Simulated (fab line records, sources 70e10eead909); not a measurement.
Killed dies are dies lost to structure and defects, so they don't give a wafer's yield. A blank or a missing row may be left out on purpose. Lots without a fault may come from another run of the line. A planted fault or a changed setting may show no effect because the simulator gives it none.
Which tool did it? | flow nand_harc | 11 lots, 33 wafers sampled, at 5 steps of a route of 1302

WHAT THE GAUGES READ, wafer by wafer
NHARC_END_SORT_01.
lot  | measured     | on        | killed_at_array
L936 | day 25 03:39 | prober-01 | 78 55 72
L956 | day 33 11:13 | prober-01 | 45 63 55

WHICH TOOL RAN EACH LOT (tool, then ch and the chambers of the sampled wafers, then the start)
lot  | NHARC_A_STAIRCASE_TRIM_187         | NHARC_A_STAIRCASE_ETCH_190                    | NHARC_A_STAIRCASE_ETCH_192         | NHARC_A_STAIRCASE_TRIM_202
L937 | rie_diel-08 ch 1,2,3, day 16 05:04 | rie_diel-08 ch 0,2, day 16 05:40 or earlier   | rie_diel-08 ch 1,2, day 16 05:40   | rie_diel-11 ch 1,2,3, no start
L936 | rie_diel-04 ch 0,2,3, day 16 05:55 | rie_diel-04 ch 1,2,3, day 16 07:10 or earlier | rie_diel-04 ch 1,3, day 16 07:10   | rie_diel-11 ch 0,1, day 25 03:39 or earlier
L938 | rie_diel-11 ch 1,2, day 16 21:02   | rie_diel-11 ch 0,1,3, day 16 21:39 or earlier | rie_diel-11 ch 0,1,3, day 16 21:39 | rie_diel-04 ch 1,2,3, no start
L939 | rie_diel-11 ch 0,1, day 17 07:56   | rie_diel-11 ch 0,1,2, day 17 08:34 or earlier | rie_diel-11 ch 0,2,3, day 17 08:34 | rie_diel-08 ch 2,3, no start
L947 | rie_diel-04 ch 1,2, day 20 09:14   | rie_diel-04 ch 0,1,2, day 20 09:56 or earlier | rie_diel-04 ch 1,2,3, day 20 09:56 | rie_diel-04 ch 0,1,3, no start
L946 | rie_diel-04 ch 0,3, day 20 09:25   | rie_diel-04 ch 0,3, day 20 10:08 or earlier   | rie_diel-04 ch 0,1,3, day 20 10:08 | rie_diel-11 ch 0,3, no start
L949 | rie_diel-04 ch 0,2,3, day 20 20:28 | rie_diel-04 ch 2,3, day 20 21:02 or earlier   | rie_diel-04 ch 0,1, day 20 21:02   | rie_diel-08 ch 1,2, no start
L956 | rie_diel-11 ch 0,1, day 24 05:17   | rie_diel-11 ch 0,3, day 24 05:55 or earlier   | rie_diel-11 ch 1,2,3, day 24 05:55 | rie_diel-04 ch 1,2,3, day 33 11:13 or earlier
L957 | rie_diel-08 ch 1,2,3, day 24 18:20 | rie_diel-08 ch 0,1,2, day 24 18:58 or earlier | rie_diel-08 ch 1,2,3, day 24 18:58 | rie_diel-04 ch 1,2,3, no start
L959 | rie_diel-04 ch 1,3, day 25 02:44   | rie_diel-04 ch 0,1,2, day 25 03:28 or earlier | rie_diel-04 ch 0,1,3, day 25 03:28 | rie_diel-08 ch 1,3, no start
L958 | rie_diel-04 ch 1,2,3, day 25 03:09 | rie_diel-04 ch 1,2, day 25 03:48 or earlier   | rie_diel-04 ch 1,2, day 25 03:48   | rie_diel-11 ch 0,2,3, no start
- NHARC_A_STAIRCASE_TRIM_187: chemistry O2, time 211.2 s.
- NHARC_A_STAIRCASE_ETCH_190: etches the open film in C4F8/O2, target depth 100 nm, time 40.5 s.
- NHARC_A_STAIRCASE_ETCH_192: etches the open film in C4F8/O2, target depth 100 nm, time 40.5 s.
- NHARC_A_STAIRCASE_TRIM_202: chemistry O2, time 211.2 s.

THE ANSWER, worked out from the rows above alone
Rule: what is usual is taken from the lots themselves. Put in order of their means at a reading, lots are off if they are a third of the lots or fewer, leave a main group of 4 or more, and stand apart from it by a gap of 3 or more times the standard deviation of the main group's means; of several such gaps the widest counts. A main group whose means are all the same, to the digits that the tables above print for the reading, isn't used. A lot without any number at a reading at which 4 lots or more have one is off too. The other lots that the step has rows for count as sound.
No lot is off at any reading shown: from this, nothing can be told.

WHAT THE SIMULATOR HAD PUT IN
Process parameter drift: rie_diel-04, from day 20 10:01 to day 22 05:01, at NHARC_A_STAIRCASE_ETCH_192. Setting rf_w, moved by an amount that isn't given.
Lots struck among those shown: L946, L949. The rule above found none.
